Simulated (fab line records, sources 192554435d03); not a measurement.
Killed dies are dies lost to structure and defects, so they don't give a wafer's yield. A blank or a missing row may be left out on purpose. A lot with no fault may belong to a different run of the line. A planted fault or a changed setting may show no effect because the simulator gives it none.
A struck lot beside a sound one :: flow n5_finfet :: 14 out of 1938 route steps
Sound: the wafers L640.3, L640.4, L640.6. Struck: wafers L648.4, L648.6 (left out: L648.3, a lot-mate that was not struck); the cause follows at the end.
At each step with rows: each side's tool, then ch and its chambers, then its first start. Under that, the readings that differ: sound wafers :: struck wafers :: difference of the means :: sigmas: that difference in standard deviations of wafers without a fault.
alike: same words and numbers on both sides, and readings whose means sit less than 2 such deviations apart. not compared: any withheld reading, any reading some wafer has no value for, any bound like >300 that may hide the same value, and any number with overlapping values for which the record gives no deviation.
Wherever a step has rows on one side only, a row that says differs or no value, or a row with sigmas, the two part there. Non-overlapping numbers with no deviation appear without sigmas and do not part them. A reading that every wafer of one side lacks parts them only if that side has two wafers or more.

first, 2 steps without rows for these wafers: N5_HKMG_FIN_COAT_66 (time 60 s, resist thk 300 nm); N5_HKMG_FIN_ETCH_67 (etches SOC in N2/H2, stops on TiN, target depth 388.9 nm).
N5_HKMG_FIN_STRIP_90: strips SOC in N2/H2, time 20 s.
  sound on rie_diel-03 ch 0,2, day 6 08:08; struck on rie_diel-01 ch 0,3, day 8 06:26
  alike: chamber_pressure_mTorr, drypump_motor_current_A, oes_product_au, rf_vpp_V, showerhead_plenum_p_Torr, throttle_valve_pct
  not compared: rf_hours_counter_h
then, 1 step without rows for these wafers: N5_HKMG_FIN_WET_ETCH_73 (etches the open film in SC1, time 42.3 s, target depth 1.3 nm, rinse time 30 s).
N5_HKMG_FIN_ETCHBACK_68: etches the open film in Cl2/Ar, stops on HfO2, target depth 0.5 nm.
  sound on rie_metal-03 ch 0,1, day 6 08:20; struck on rie_metal-01 ch 1, day 8 06:41
reading: throttle_valve_pct (%)
sound: 20.91 21.01 20.99
struck: 20.49 20.52
difference: -0.46
sigmas: -2
  alike: chamber_pressure_mTorr, drypump_motor_current_A, oes_product_au
  not compared: rf_hours_counter_h
N5_HKMG_FIN_STRIP_69: strips in N2/H2, time 360 s.
  sound on plasma_asher-01 ch 0,1, day 6 08:34; struck on plasma_asher-01 ch 1, day 8 06:59
  alike: drypump_motor_current_A, heater_power_w
  not compared: rf_hours_counter_h
then, 1 step without rows for these wafers: N5_HKMG_FIN_ALD_21 (deposits TiN, target thk 1.5 nm, pulse time 1 s, purge time 3 s).
N5_HKMG_FIN_ALD_72: deposits W, target thk 2 nm, pulse time 1 s, purge time 2 s.
  sound on cvd_w-02 ch 0,1, day 6 09:13; struck on cvd_w-01 ch 0,1, day 8 07:37
  alike: heater_power_w, precursor_pulse_height_rel
then, 3 steps without rows for these wafers: N5_HKMG_FIN_W_FILL_22 (material W, target thk 60 nm, time 18.2 s); N5_HKMG_FIN_PRECLEAN_83 (cleans in DIW, time 57.5 s); N5_HKMG_FIN_SRD_84 (dry time 32 s).
N5_HKMG_FIN_CMP_23: polishes, stops on SiNx, t overpolish 10 s, target thk 46.326 nm.
  sound on cmp-02 ch 0,1,2, day 6 09:26; struck on cmp-02 ch 1, day 8 07:46
  alike: motor_current_A, overpolish_run_s, platen_rpm, time_to_endpoint_s
N5_HKMG_FIN_CMP_94: polishes, stops on SiNx, t overpolish 4.7 s, target thk 43.299 nm.
  sound on cmp-02 ch 0,1,2, day 6 09:52; struck on cmp-02 ch 1, day 8 08:15
reading: platen_rpm (rpm)
sound: 50.27 50.23 50.28
struck: 48.29 48.28
difference: -1.98
sigmas: -51
  alike: motor_current_A
-- here the record skips 9 days between the struck wafers' starts before and after, leaving off in module HKMG_FIN and picking up in module PASSIVATION (first step shown: number 1936 of the route) --
N5_PASSIVATION_PROBE_49:
  struck on prober-02, day 17 11:16; sound on prober-01, day 13 17:05
  alike: killed_at_M0_to_M3, killed_at_M4_up, killed_at_contacts, killed_at_front_end, killed_at_other, killed_dies, killed_on_rim, killed_open, killed_short

## WHERE THEY PART
Earliest at N5_HKMG_FIN_ETCHBACK_68; latest, in this record, at N5_HKMG_FIN_CMP_94. Later steps at which nothing parts them and some readings are alike: N5_PASSIVATION_PROBE_49.

WHY: the cause the simulator had injected
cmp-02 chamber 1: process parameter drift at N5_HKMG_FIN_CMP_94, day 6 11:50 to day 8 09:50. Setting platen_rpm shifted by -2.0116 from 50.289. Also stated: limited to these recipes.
